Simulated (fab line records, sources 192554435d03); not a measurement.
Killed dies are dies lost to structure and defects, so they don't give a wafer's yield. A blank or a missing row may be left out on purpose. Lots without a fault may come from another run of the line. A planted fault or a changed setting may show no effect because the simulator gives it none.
Tool commonality check | flow n5_finfet | 10 lots, 30 wafers sampled

WHY IT WAS OPENED
At N5_BEOL_M9_THK_MEAS_01 the reading M9_ILD_THK is flagged on 3 of 10 lots. Wafers without a fault read 267 nm, standard deviation 3.3.
Rule: a lot is flagged when every wafer of it that has a number lies more than 4 standard deviations from that mean, or none has a number. The other lots count as sound.

lot  | measured     | on            | M9_ILD_THK (nm), wafer by wafer | flag
L386 | day 9 16:34  | film_metro-01 | 264 262 266                     |
L392 | day 11 09:49 | film_metro-02 | 268 270 272                     |
L395 | day 12 12:53 | film_metro-01 | 306 304 312                     | FLAGGED
L396 | day 12 21:04 | film_metro-01 | 305 308 310                     | FLAGGED
L397 | day 13 03:11 | film_metro-01 | 304 302 312                     | FLAGGED
L399 | day 13 03:32 | film_metro-01 | 261 264 263                     |
L400 | day 13 12:20 | film_metro-02 | 266 267 264                     |
L402 | day 14 10:15 | film_metro-02 | 267 269 273                     |
L405 | day 15 03:58 | film_metro-01 | 268 266 269                     |
L406 | day 15 07:13 | film_metro-02 | 262 264 268                     |
The numbers of the flagged lots are 307 nm on average: +40 nm against the usual, or +12 standard deviations.

WHICH TOOL RAN EACH LOT
The record holds 3 process steps before the reading, out of a route of 1938 steps. In each cell: the tool, then ch and the chambers that the sampled wafers went through, then the start.
lot  | flag    | N5_BEOL_M8_VIA_ETCH_34             | N5_BEOL_M8_SPUTTER_48        | N5_BEOL_M9_CURE_71
L386 |         | rie_diel-02 ch 1,2, day 9 13:00    | pvd_sputter-03, day 9 14:34  | uv_cure-01 ch 2, day 9 16:04
L392 |         | rie_diel-02 ch 0,2,3, day 11 06:17 | pvd_sputter-02, day 11 08:02 | uv_cure-02 ch 2, day 11 09:18
L395 | FLAGGED | rie_diel-04 ch 1,2,3, day 12 08:33 | pvd_sputter-02, day 12 10:37 | uv_cure-01 ch 2, day 12 12:22
L396 | FLAGGED | rie_diel-04 ch 2,3, day 12 16:49   | pvd_sputter-03, day 12 18:58 | uv_cure-03 ch 2, day 12 20:38
L397 | FLAGGED | rie_diel-04 ch 1,2,3, day 12 23:25 | pvd_sputter-03, day 13 01:07 | uv_cure-03 ch 2, day 13 02:44
L399 |         | rie_diel-04 ch 0,2,3, day 12 23:52 | pvd_sputter-03, day 13 01:47 | uv_cure-02 ch 1, day 13 03:02
L400 |         | rie_diel-06 ch 2,3, day 13 08:50   | pvd_sputter-02, day 13 10:18 | uv_cure-03 ch 1, day 13 12:03
L402 |         | rie_diel-02 ch 1,2,3, day 14 06:12 | pvd_sputter-02, day 14 07:42 | uv_cure-01 ch 0, day 14 09:44
L405 |         | rie_diel-06 ch 0,2, day 14 22:47   | pvd_sputter-03, day 15 01:08 | uv_cure-02 ch 1, day 15 03:07
L406 |         | rie_diel-04 ch 0,1,2, day 15 02:12 | pvd_sputter-02, day 15 05:23 | uv_cure-01 ch 0, day 15 06:42
What these steps do:
- N5_BEOL_M8_VIA_ETCH_34: etches SiCOH lowk in C4F6/O2, target depth 125.5 nm, time 50.5 s.
- N5_BEOL_M8_SPUTTER_48: material Cu, target thk 10 nm, time 1.667 s.
- N5_BEOL_M9_CURE_71: cures SiCOH lowk, time 240 s.
- N5_BEOL_M9_THK_MEAS_01

FLAGGED OVER TOTAL, TOOL BY TOOL (the gauges that took the reading come last)
step                   | tool           | lots run | flagged | share of the flagged lots | sound lots run after its first flagged lot
N5_BEOL_M8_VIA_ETCH_34 | rie_diel-02    | 3        | 0       | none                      | -
N5_BEOL_M8_VIA_ETCH_34 | rie_diel-04    | 5        | 3       | all                       | 2 (L399,L406)
N5_BEOL_M8_VIA_ETCH_34 | rie_diel-06    | 2        | 0       | none                      | -
N5_BEOL_M8_SPUTTER_48  | pvd_sputter-02 | 5        | 1       | some                      | 3 (L400,L402,L406)
N5_BEOL_M8_SPUTTER_48  | pvd_sputter-03 | 5        | 2       | some                      | 2 (L399,L405)
N5_BEOL_M9_CURE_71     | uv_cure-01     | 4        | 1       | some                      | 2 (L402,L406)
N5_BEOL_M9_CURE_71     | uv_cure-02     | 3        | 0       | none                      | -
N5_BEOL_M9_CURE_71     | uv_cure-03     | 3        | 2       | some                      | 1 (L400)
N5_BEOL_M9_THK_MEAS_01 | film_metro-01  | 6        | 3       | all                       | 2 (L399,L405)
N5_BEOL_M9_THK_MEAS_01 | film_metro-02  | 4        | 0       | none                      | -

WHAT THE TABLE ALLOWS
2 rows of the table ran every flagged lot: rie_diel-04 at N5_BEOL_M8_VIA_ETCH_34, film_metro-01 at N5_BEOL_M9_THK_MEAS_01.
- rie_diel-04 at N5_BEOL_M8_VIA_ETCH_34: 3 of its 5 lots flagged. Sound lots ran on it after the first flagged one (L399, L406), which a lasting fault on the whole tool wouldn't allow.
- film_metro-01 at N5_BEOL_M9_THK_MEAS_01: 3 of its 6 lots flagged. Sound lots ran on it after the first flagged one (L399, L405), which a lasting fault on the whole tool wouldn't allow.
No row of the table ran every flagged lot and no sound lot after the first.

WHAT THE SIMULATOR HAD PUT IN
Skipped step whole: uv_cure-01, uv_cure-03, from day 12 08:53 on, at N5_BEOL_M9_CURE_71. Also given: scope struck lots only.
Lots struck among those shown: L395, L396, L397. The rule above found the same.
